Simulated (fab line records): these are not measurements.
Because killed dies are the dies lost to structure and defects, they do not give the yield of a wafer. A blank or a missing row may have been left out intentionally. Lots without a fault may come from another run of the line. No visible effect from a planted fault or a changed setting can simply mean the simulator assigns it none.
Split-lot trial ; flow n5 finfet ; on a route of 1938 steps: 7 lots, 21 wafers read

## THE SPLIT ITSELF
At N5_BEOL_M12_TRENCH_ETCH_34 (etches SiOC in C4F8/O2/Ar, target depth 318.95 nm, time 125.5 s), the setting time s was moved away from the recipe's 125.5 s on 7 of the 21 wafers read, by -18.6% to +15.5%. This setting was run at the recipe's value on the other wafers.

## FROM THE SPLIT TO THE READING: what the file shows between them, 8 steps
- N5_BEOL_M12_STRIP_70: strips in C4F8/O2/Ar
- N5_BEOL_M12_OCD_MEAS_35
- N5_BEOL_M12_SPUTTER_45: material Cu, target thk 80 nm, time 13.33 s (also split here: time s)
- N5_BEOL_M12_ECD_47: material Cu, target thk 720 nm
- N5_BEOL_M12_ANNEAL_48: time 90 s
- N5_BEOL_M12_CMP_49: polishes, stops on SiOC, t overpolish 20.6 s, target thk 320 nm
- N5_BEOL_M12_PRE_CLEAN_52: time 15 s
- N5_BEOL_M12_DEP_53: deposits SiCN from 3MS/NH3, target thk 30 nm, time 10.5 s

## THE READING
At N5_BEOL_M12_RS_MEAS_54, a four-point-probe measurement gives M12_RS in ohm/sq. A value of 0.0599 ohm/sq with a standard deviation of 0.00071 ohm/sq is what fault-free wafers of this fab line usually give.

wafer;tool, chamber at the split;time s as run, s;against the recipe;M12_RS, ohm/sq;against lot-mates on the recipe
L074.3;rie diel-01, 2;125.5;recipe;0.0603;-
L074.4;rie diel-01, 0;125.5;recipe;0.0601;-
L074.6;rie diel-01, 2;125.5;recipe;0.0606;-
L078.3;rie diel-03, 2;144.9;+15.5%;0.0527;-0.0066
L078.4;rie diel-03, 3;125.5;recipe;0.0593;-
L078.5;rie diel-03, 1;144.9;+15.5%;0.0521;-0.0072
L080.1;rie diel-01, 1;125.5;recipe;0.0593;-
L080.5;rie diel-01, 1;125.5;recipe;0.0589;-
L080.6;rie diel-01, 0;125.5;recipe;0.0601;-
L083.1;rie diel-01, 2;125.5;recipe;0.0604;-
L083.4;rie diel-01, 1;125.5;recipe;0.0598;-
L083.5;rie diel-01, 2;138.8;+10.6%;0.0548;-0.0053
L084.3;rie diel-03, 3;105.4;-16.0%;0.0705;+0.0094
L084.4;rie diel-03, 1;105.4;-16.0%;0.0719;+0.0108
L084.5;rie diel-03, 2;125.5;recipe;0.0611;-
L093.2;rie diel-01, 0;125.5;recipe;0.0589;-
L093.4;rie diel-01, 3;125.5;recipe;0.0599;-
L093.6;rie diel-01, 1;125.5;recipe;0.0597;-
L094.2;rie diel-01, 3;125.5;recipe;0.0599;-
L094.5;rie diel-01, 1;102.2;-18.6%;0.0737;+0.0138
L094.6;rie diel-01, 2;102.2;-18.6%;0.0747;+0.0148

FIT RESULTS
A straight line over all 21 wafers: M12_RS changes by -0.000648 ohm/sq for each +1% of time s; r = -0.98; the points scatter about the line by 0.0012 ohm/sq.
The same after taking each lot's own level away (the mean of its wafers on the recipe; 21 wafers): -0.000618 ohm/sq for each +1%; r = -0.98; scatter 0.0012 ohm/sq.
On that fit, the largest move of time s shifts the reading by 0.011 ohm/sq.
The span of the lots' own levels, 0.05930 to 0.06110 ohm/sq, comes to 2.5 times the standard deviation stated above.
Hence the lot-to-lot level has little effect on the slope; both slopes agree.
Check: with one of the wafers moved furthest among these (-18.6%) left out of the fit, the line predicts +0.0116 ohm/sq for it against its lot-mates. Against them it came out at +0.0138 ohm/sq.

## FURTHER SPLITS ON THESE WAFERS
These wafers also went through other splits before the reading. Each is held against what the fit with the lots' levels taken away leaves over:
other split on the same wafers;wafers away from the commonest value;r with M12_RS (lot level and that fit taken away)
N5_BEOL_M11_COAT_22 spin rpm;10;+0.25
N5_BEOL_M11_ETCH_66 time s;6;-0.09
N5_BEOL_M12_SPUTTER_45 time s;5;+0.50

## THE WHOLE CHAIN: every reading that the file lists as answering this split, in the file's order
step;what it does;reading;change (the file's fit);r (the file's)
N5_BEOL_M12_TRENCH_ETCH_34;etches SiOC in C4F8/O2/Ar, target depth 318.95 nm, time 125.5 s;etch.depth nm (the simulator's own value, which no gauge read);+2.9 nm for each +1% of the setting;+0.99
N5_BEOL_M12_OCD_MEAS_35;;trench depth nm;+2.9 nm for each +1% of the setting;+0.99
N5_BEOL_M12_CMP_49;polishes, stops on SiOC, t overpolish 20.6 s, target thk 320 nm;Cu_of_BEOL_M12_ECD_47.thk nm (the simulator's own value, which no gauge read);+3.01 nm for each +1% of the setting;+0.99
N5_BEOL_M12_RS_MEAS_54;measures by four-point-probe;M12_RS;-0.00062 for each +1% of the setting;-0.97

## THE FILE'S OWN FIT
M12_RS changes by -0.00062 ohm/sq for each +1% of time s, r = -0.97.
